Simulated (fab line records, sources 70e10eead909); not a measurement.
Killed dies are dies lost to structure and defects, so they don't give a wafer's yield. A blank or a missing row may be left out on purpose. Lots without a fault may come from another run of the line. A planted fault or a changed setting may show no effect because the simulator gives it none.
Chamber matching | flow nand_harc | NHARC_A_STAIRCASE_ETCH_201 on rie_diel-09: 3 sister chambers
The step etches the open film in C4F8/O2, target depth 100 nm, time 40.5 s. 14 wafers are shown with their chamber, then 7 later ones without.

WAFERS WITH THEIR CHAMBER
wafer  | chamber | rf_vpp_V (V) | oes_product_au (a.u.) | chamber_pressure_mTorr (mTorr)
L191.2 | 3       | 892          | 0.942                 | 25.031
L191.4 | 2       | 898          | 0.934                 | 24.998
L191.6 | 3       | 891          | 0.940                 | 25.006
L192.1 | 1       | 903          | 0.959                 | 25.037
L192.2 | 3       | 892          | 0.954                 | 25.009
L192.6 | 2       | 897          | 0.941                 | 24.995
L201.1 | 3       | 892          | 0.953                 | 25.001
L201.2 | 1       | 904          | 0.934                 | 24.985
L201.3 | 2       | 897          | 0.951                 | 24.996
L207.1 | 3       | 891          | 0.967                 | 25.001
L207.5 | 2       | 898          | 0.935                 | 25.012
L207.6 | 1       | 902          | 0.923                 | 24.973
L210.2 | 3       | 891          | 0.931                 | 25.005
L210.3 | 1       | 901          | 0.927                 | 25.010

SIGNATURES (means of the wafers above)
reading                | chamber 1 | chamber 2 | chamber 3 | scatter within a chamber
rf_vpp_V               | 902.50    | 897.50    | 891.50    | 0.826
oes_product_au         | 0.93575   | 0.94025   | 0.94783   | 0.0127
chamber_pressure_mTorr | 25.00125  | 25.00025  | 25.00883  | 0.0172
Rule: a wafer's distance from a chamber is the root of the sum, over the readings, of the square of ((its reading less the chamber's mean) divided by the reading's scatter). The wafer belongs to the nearest chamber; if the next one is less than 2 further off, it can't be placed. The scatter: the root of (the sum of the squares of (reading less its chamber's mean) over the shown wafers, divided by (wafers less chambers)).

WAFERS WITHOUT THEIR CHAMBER
wafer  | rf_vpp_V (V) | oes_product_au (a.u.) | chamber_pressure_mTorr (mTorr)
L210.6 | 901          | 0.921                 | 25.020
L213.2 | 902          | 0.989                 | 25.014
L213.4 | 896          | 0.982                 | 25.054
L213.5 | 903          | 0.983                 | 25.023
L214.1 | 890          | 0.925                 | 24.990
L214.2 | 896          | 0.915                 | 25.016
L214.3 | 901          | 0.917                 | 24.993

WHICH CHAMBER EACH WENT THROUGH
wafer  | from the rows above     | in truth
L210.6 | 1                       | 1
L213.2 | 1                       | 1
L213.4 | can't be placed: 2 or 3 | 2
L213.5 | 1                       | 1
L214.1 | 3                       | 3
L214.2 | 2                       | 2
L214.3 | 1                       | 1
Placed correctly: 6 of 7. Can't be placed from these rows: 1 (the true chamber is among the candidates in 1). Placed wrongly: 0.
